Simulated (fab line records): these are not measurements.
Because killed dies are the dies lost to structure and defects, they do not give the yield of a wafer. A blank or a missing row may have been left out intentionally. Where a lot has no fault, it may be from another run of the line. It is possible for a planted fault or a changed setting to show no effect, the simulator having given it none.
Split-lot trial :: flow n5 finfet :: 39 wafers read across 7 lots, on a route 1938 steps long

THE SPLIT ITSELF
At N5_BEOL_M14_SPUTTER_43 (material TaN, target thk 15 nm, time 24.19 s), the setting target thk a was moved away from the recipe's 150 angstrom on 12 of the 39 wafers read, by -32.3% to +52.2%. All remaining wafers had this setting at the recipe value.

FROM THE SPLIT TO THE READING: what the file shows between them, 4 steps
- N5_BEOL_M14_SPUTTER_44: material Ta, target thk 15 nm, time 24.19 s
- N5_BEOL_M14_SPUTTER_45: material Cu, target thk 100 nm, time 16.67 s
- N5_BEOL_M14_ECD_47: material Cu, target thk 1248 nm
- N5_BEOL_M14_ANNEAL_48: time 90 s

THE READING
barrier field endpoint s, in s, at N5_BEOL_M14_CMP_49 (polishes, stops on SiO2, t overpolish 5.2 s, target thk 560 nm). A value of 11.3 s with a standard deviation of 0.33 s is what fault-free wafers of this fab line usually give.

wafer: L077.4
tool, chamber at the split: pvd sputter-01, -
target thk a as run, angstrom: 150
against the recipe: recipe
barrier field endpoint s, s: 11.5
against lot-mates on the recipe: -

wafer: L077.1
tool, chamber at the split: pvd sputter-01, -
target thk a as run, angstrom: 150
against the recipe: recipe
barrier field endpoint s, s: 11.2
against lot-mates on the recipe: -

wafer: L077.2
tool, chamber at the split: pvd sputter-01, -
target thk a as run, angstrom: 150
against the recipe: recipe
barrier field endpoint s, s: 11.0
against lot-mates on the recipe: -

wafer: L077.3
tool, chamber at the split: pvd sputter-01, -
target thk a as run, angstrom: 150
against the recipe: recipe
barrier field endpoint s, s: 11.4
against lot-mates on the recipe: -

wafer: L077.6
tool, chamber at the split: pvd sputter-01, -
target thk a as run, angstrom: 150
against the recipe: recipe
barrier field endpoint s, s: 11.3
against lot-mates on the recipe: -

wafer: L077.5
tool, chamber at the split: pvd sputter-01, -
target thk a as run, angstrom: 150
against the recipe: recipe
barrier field endpoint s, s: 11.3
against lot-mates on the recipe: -

wafer: L083.1
tool, chamber at the split: pvd sputter-01, -
target thk a as run, angstrom: 150
against the recipe: recipe
barrier field endpoint s, s: 11.2
against lot-mates on the recipe: -

wafer: L083.3
tool, chamber at the split: pvd sputter-01, -
target thk a as run, angstrom: 150
against the recipe: recipe
barrier field endpoint s, s: 11.0
against lot-mates on the recipe: -

wafer: L083.6
tool, chamber at the split: pvd sputter-01, -
target thk a as run, angstrom: 150
against the recipe: recipe
barrier field endpoint s, s: 11.3
against lot-mates on the recipe: -

wafer: L082.4
tool, chamber at the split: pvd sputter-03, -
target thk a as run, angstrom: 150
against the recipe: recipe
barrier field endpoint s, s: 11.3
against lot-mates on the recipe: -

wafer: L082.2
tool, chamber at the split: pvd sputter-03, -
target thk a as run, angstrom: 150
against the recipe: recipe
barrier field endpoint s, s: 11.9
against lot-mates on the recipe: -

wafer: L082.3
tool, chamber at the split: pvd sputter-03, -
target thk a as run, angstrom: 119.1
against the recipe: -20.6%
barrier field endpoint s, s: 10.3
against lot-mates on the recipe: -1.2

wafer: L082.1
tool, chamber at the split: pvd sputter-03, -
target thk a as run, angstrom: 119.1
against the recipe: -20.6%
barrier field endpoint s, s: 10.5
against lot-mates on the recipe: -1.0

wafer: L082.6
tool, chamber at the split: pvd sputter-03, -
target thk a as run, angstrom: 150
against the recipe: recipe
barrier field endpoint s, s: 11.4
against lot-mates on the recipe: -

wafer: L082.5
tool, chamber at the split: pvd sputter-03, -
target thk a as run, angstrom: 119.1
against the recipe: -20.6%
barrier field endpoint s, s: 10.6
against lot-mates on the recipe: -0.9

wafer: L081.3
tool, chamber at the split: pvd sputter-03, -
target thk a as run, angstrom: 228.3
against the recipe: +52.2%
barrier field endpoint s, s: 15.1
against lot-mates on the recipe: +3.5

wafer: L081.4
tool, chamber at the split: pvd sputter-03, -
target thk a as run, angstrom: 150
against the recipe: recipe
barrier field endpoint s, s: 11.5
against lot-mates on the recipe: -

wafer: L081.1
tool, chamber at the split: pvd sputter-03, -
target thk a as run, angstrom: 228.3
against the recipe: +52.2%
barrier field endpoint s, s: 15.3
against lot-mates on the recipe: +3.7

wafer: L081.2
tool, chamber at the split: pvd sputter-03, -
target thk a as run, angstrom: 150
against the recipe: recipe
barrier field endpoint s, s: 11.7
against lot-mates on the recipe: -

wafer: L081.6
tool, chamber at the split: pvd sputter-03, -
target thk a as run, angstrom: 228.3
against the recipe: +52.2%
barrier field endpoint s, s: 15.0
against lot-mates on the recipe: +3.4

wafer: L081.5
tool, chamber at the split: pvd sputter-03, -
target thk a as run, angstrom: 150
against the recipe: recipe
barrier field endpoint s, s: 11.7
against lot-mates on the recipe: -

wafer: L089.2
tool, chamber at the split: pvd sputter-01, -
target thk a as run, angstrom: 150
against the recipe: recipe
barrier field endpoint s, s: 11.3
against lot-mates on the recipe: -

wafer: L089.1
tool, chamber at the split: pvd sputter-01, -
target thk a as run, angstrom: 110.5
against the recipe: -26.3%
barrier field endpoint s, s: 9.8
against lot-mates on the recipe: -1.6

wafer: L089.4
tool, chamber at the split: pvd sputter-01, -
target thk a as run, angstrom: 150
against the recipe: recipe
barrier field endpoint s, s: 11.7
against lot-mates on the recipe: -

wafer: L089.3
tool, chamber at the split: pvd sputter-01, -
target thk a as run, angstrom: 150
against the recipe: recipe
barrier field endpoint s, s: 11.1
against lot-mates on the recipe: -

wafer: L089.6
tool, chamber at the split: pvd sputter-01, -
target thk a as run, angstrom: 110.5
against the recipe: -26.3%
barrier field endpoint s, s: 9.9
against lot-mates on the recipe: -1.5

wafer: L089.5
tool, chamber at the split: pvd sputter-01, -
target thk a as run, angstrom: 110.5
against the recipe: -26.3%
barrier field endpoint s, s: 10.0
against lot-mates on the recipe: -1.4

wafer: L091.4
tool, chamber at the split: pvd sputter-01, -
target thk a as run, angstrom: 101.5
against the recipe: -32.3%
barrier field endpoint s, s: 9.7
against lot-mates on the recipe: -1.6

wafer: L091.1
tool, chamber at the split: pvd sputter-01, -
target thk a as run, angstrom: 101.5
against the recipe: -32.3%
barrier field endpoint s, s: 9.7
against lot-mates on the recipe: -1.6

wafer: L091.2
tool, chamber at the split: pvd sputter-01, -
target thk a as run, angstrom: 150
against the recipe: recipe
barrier field endpoint s, s: 11.1
against lot-mates on the recipe: -

wafer: L091.3
tool, chamber at the split: pvd sputter-01, -
target thk a as run, angstrom: 150
against the recipe: recipe
barrier field endpoint s, s: 10.9
against lot-mates on the recipe: -

wafer: L091.6
tool, chamber at the split: pvd sputter-01, -
target thk a as run, angstrom: 101.5
against the recipe: -32.3%
barrier field endpoint s, s: 9.5
against lot-mates on the recipe: -1.8

wafer: L091.5
tool, chamber at the split: pvd sputter-01, -
target thk a as run, angstrom: 150
against the recipe: recipe
barrier field endpoint s, s: 11.8
against lot-mates on the recipe: -

wafer: L090.1
tool, chamber at the split: pvd sputter-03, -
target thk a as run, angstrom: 150
against the recipe: recipe
barrier field endpoint s, s: 11.4
against lot-mates on the recipe: -

wafer: L090.3
tool, chamber at the split: pvd sputter-03, -
target thk a as run, angstrom: 150
against the recipe: recipe
barrier field endpoint s, s: 11.8
against lot-mates on the recipe: -

wafer: L090.4
tool, chamber at the split: pvd sputter-03, -
target thk a as run, angstrom: 150
against the recipe: recipe
barrier field endpoint s, s: 11.7
against lot-mates on the recipe: -

wafer: L090.2
tool, chamber at the split: pvd sputter-03, -
target thk a as run, angstrom: 150
against the recipe: recipe
barrier field endpoint s, s: 11.9
against lot-mates on the recipe: -

wafer: L090.6
tool, chamber at the split: pvd sputter-03, -
target thk a as run, angstrom: 150
against the recipe: recipe
barrier field endpoint s, s: 11.0
against lot-mates on the recipe: -

wafer: L090.5
tool, chamber at the split: pvd sputter-03, -
target thk a as run, angstrom: 150
against the recipe: recipe
barrier field endpoint s, s: 11.7
against lot-mates on the recipe: -

THE FIT
A straight line over all 39 wafers: barrier field endpoint s changes by +0.0642 s for each +1% of target thk a; r = +0.97; the points scatter about the line by 0.3 s.
The same after taking each lot's own level away (the mean of its wafers on the recipe; 39 wafers): +0.061 s for each +1%; r = +0.98; scatter 0.25 s.
According to that fit, moving target thk a by its largest amount changes the reading by 3.2 s.
The lots' own levels span 11.17 to 11.63 s, that is 1.4 times the standard deviation above.
The two slopes agree, so the slope changes little with the lot-to-lot level.
Check: for one of the wafers moved furthest among these (+52.2%), held out of the fit, the line's prediction against its lot-mates is +3.2 s. It came out at +3.47 s against them.

OTHER SPLITS APPLIED TO THESE WAFERS
Note: prior to the reading, these wafers also went through further splits. Each is held against what the fit with the lots' levels taken away leaves over:
other split on the same wafers: N5_BEOL_M7_ILD_DEP_00 target thk a
wafers away from the commonest value: 18
r with barrier field endpoint s (lot level and that fit taken away): -0.14

other split on the same wafers: N5_BEOL_M9_ILD_DEP_00 target thk a
wafers away from the commonest value: 18
r with barrier field endpoint s (lot level and that fit taken away): -0.22

other split on the same wafers: N5_BEOL_M11_ALD_74 ald cycles
wafers away from the commonest value: 18
r with barrier field endpoint s (lot level and that fit taken away): +0.00

THE WHOLE CHAIN: every reading that the file lists as answering this split, in the file's order
step: N5_BEOL_M14_SPUTTER_43
what it does: material TaN, target thk 15 nm, time 24.19 s
reading: TaN_of_BEOL_M14_SPUTTER_43.thk nm (the simulator's own value, which no gauge read)
change (the file's fit): +0.153 nm for each +1% of the setting
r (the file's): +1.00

step: N5_BEOL_M14_CMP_49
what it does: polishes, stops on SiO2, t overpolish 5.2 s, target thk 560 nm
reading: barrier field endpoint s
change (the file's fit): +0.0612 s for each +1% of the setting
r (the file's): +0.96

FILE'S OWN FIT
barrier field endpoint s changes by +0.0612 s for each +1% of target thk a, r = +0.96.
